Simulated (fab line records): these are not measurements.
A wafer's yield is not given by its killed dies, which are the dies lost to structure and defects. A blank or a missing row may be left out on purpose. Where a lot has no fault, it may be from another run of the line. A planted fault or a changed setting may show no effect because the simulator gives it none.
8D (eight disciplines) problem report, filled in by code | flow nand-harc | the parts of the form that need people (team, actions taken, sign-off) are left out

1. THE PROBLEM
NHARC_A_CONTACT_DESCUM_47, run-length-s: mean 25.4 s over 1 wafer from 1 lot; wafers with no fault: 23.9 s, standard deviation 0.31. That is +4.8 standard deviations from the usual mean.
The step: chemistry O2, time 3 s.
First seen on wafer L211.1, day 25 19:13, on rie-diel-04. The record holds 15 wafers of 5 lots with a number at this step. Rule for "out" (also "out of limits"): further than 4 standard deviations from the usual mean. The rest of the wafers with a number are treated as sound.

2. WHAT THIS IS AND IS NOT
question                    | is                | is not
which readings at this step | run-length-s      | drypump-motor-current-A, oes-product-au, rf-vpp-V, showerhead-plenum-p-Torr, throttle-valve-pct
which lots                  | L211              | L217, L218, L220, L221
which wafers of those lots  | L211.1            | L211.2, L211.4
read on which tools         | rie-diel-04       | rie-diel-01, rie-diel-11
when                        | from day 25 19:13 | up to then (2 sound wafers); but 12 sound wafers of L217, L218, L220, L221 came after

3. SUSPECTS, AND WHAT RULES EACH OUT
Counting: if a tool at a process step up to the reading ran every lot that is out, it stays a suspect. Sound lots after the first of them don't rule it out here, since some wafers of a struck lot are sound.
- rie-diel-04 at NHARC_A_CONTACT_DESCUM_47 (chemistry O2, time 3 s): kept. It ran the lot that is out, L211 (day 25 19:13). Out on those wafers are its own readings of run-length-s.
- Within rie-diel-04 at NHARC_A_CONTACT_DESCUM_47, the wafers that are out were processed in chamber 1 and their sound lot-mates in chamber 2.
Remaining after the count: rie-diel-04 at NHARC_A_CONTACT_DESCUM_47.

4. THE CAUSE (what the simulator had put in)
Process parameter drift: rie-diel-04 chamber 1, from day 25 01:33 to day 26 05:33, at NHARC_A_CONTACT_DESCUM_47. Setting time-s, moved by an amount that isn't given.
The count eliminated every tool but this one.

5. SEQUENCE OF EFFECTS, ordered by route
Each row: a reading whose mean over the struck wafers that have a number lies more than 3 standard deviations from the usual. Readings are gone through only where the record gives a usual standard deviation; hours: the median, over the lots, of the time from a lot's start at the first step in this table giving one to that lot's start at this step; sigmas: the change measured in usual standard deviations.
hours | step                      | reading      | usual  | on struck wafers | change | sigmas
0     | NHARC_A_CONTACT_DESCUM_47 | run-length-s | 23.9 s | 25.4             | +1.5   | +4.8
The process steps in it:
- NHARC_A_CONTACT_DESCUM_47: chemistry O2, time 3 s.
Later measuring or inspecting steps at which every struck wafer that the step has a row for has a number for every such reading, and none has moved that far: NHARC_END_SORT_01.

6. HOW IT WOULD HAVE BEEN CAUGHT EARLIER
In this record the first reading out of limits was taken at day 25 19:13, 18 hours after the fault began at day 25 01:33.
